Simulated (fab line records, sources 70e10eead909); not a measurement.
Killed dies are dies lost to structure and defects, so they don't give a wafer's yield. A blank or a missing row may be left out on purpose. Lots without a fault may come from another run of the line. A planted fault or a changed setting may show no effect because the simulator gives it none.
Chamber matching | flow nand_harc | NHARC_A_STAIRCASE_DESCUM_168 on rie_diel-03: 4 sister chambers
The step chemistry O2, time 3 s. 14 wafers are shown with their chamber, then 7 later ones without.

WAFERS WITH THEIR CHAMBER
wafer  | chamber | drypump_motor_current_A (A) | showerhead_plenum_p_Torr (Torr) | oes_product_au (a.u.)
L081.2 | 2       | 5.4                         | 1.94                            | 1.019
L081.3 | 3       | 5.7                         | 1.89                            | 1.021
L081.5 | 0       | 5.2                         | 1.77                            | 1.011
L083.2 | 2       | 5.4                         | 1.94                            | 1.007
L083.4 | 1       | 5.8                         | 2.05                            | 1.000
L083.5 | 0       | 5.2                         | 1.77                            | 1.001
L087.1 | 2       | 5.4                         | 1.93                            | 0.996
L087.4 | 2       | 5.4                         | 1.93                            | 0.993
L087.6 | 3       | 5.6                         | 1.88                            | 0.999
L088.1 | 1       | 5.8                         | 2.05                            | 0.996
L088.2 | 3       | 5.6                         | 1.88                            | 1.000
L088.5 | 0       | 5.2                         | 2.07                            | 0.976
L092.4 | 0       | 5.2                         | 2.07                            | 0.968
L092.5 | 1       | 5.8                         | 2.04                            | 0.988

SIGNATURES (means of the wafers above)
reading                  | chamber 0 | chamber 1 | chamber 2 | chamber 3 | scatter within a chamber
drypump_motor_current_A  | 5.200     | 5.800     | 5.400     | 5.633     | 0.0258
showerhead_plenum_p_Torr | 1.9200    | 2.0467    | 1.9350    | 1.8833    | 0.095
oes_product_au           | 0.98900   | 0.99467   | 1.00375   | 1.00667   | 0.0143
Rule: a wafer's distance from a chamber is the root of the sum, over the readings, of the square of ((its reading less the chamber's mean) divided by the reading's scatter). The wafer belongs to the nearest chamber; if the next one is less than 2 further off, it can't be placed. The scatter: the root of (the sum of the squares of (reading less its chamber's mean) over the shown wafers, divided by (wafers less chambers)).

WAFERS WITHOUT THEIR CHAMBER
wafer  | drypump_motor_current_A (A) | showerhead_plenum_p_Torr (Torr) | oes_product_au (a.u.)
L092.6 | 5.4                         | 1.93                            | 1.004
L096.2 | 5.2                         | 2.07                            | 0.963
L096.3 | 5.4                         | 1.93                            | 1.014
L096.4 | 5.8                         | 2.04                            | 0.998
L095.3 | 5.9                         | 2.04                            | 1.000
L095.5 | 5.9                         | 2.04                            | 0.995
L095.6 | 5.2                         | 2.07                            | 0.964

WHICH CHAMBER EACH WENT THROUGH
wafer  | from the rows above | in truth
L092.6 | 2                   | 2
L096.2 | 0                   | 0
L096.3 | 2                   | 2
L096.4 | 1                   | 1
L095.3 | 1                   | 1
L095.5 | 1                   | 1
L095.6 | 0                   | 0
Placed correctly: 7 of 7. Can't be placed from these rows: 0. Placed wrongly: 0.
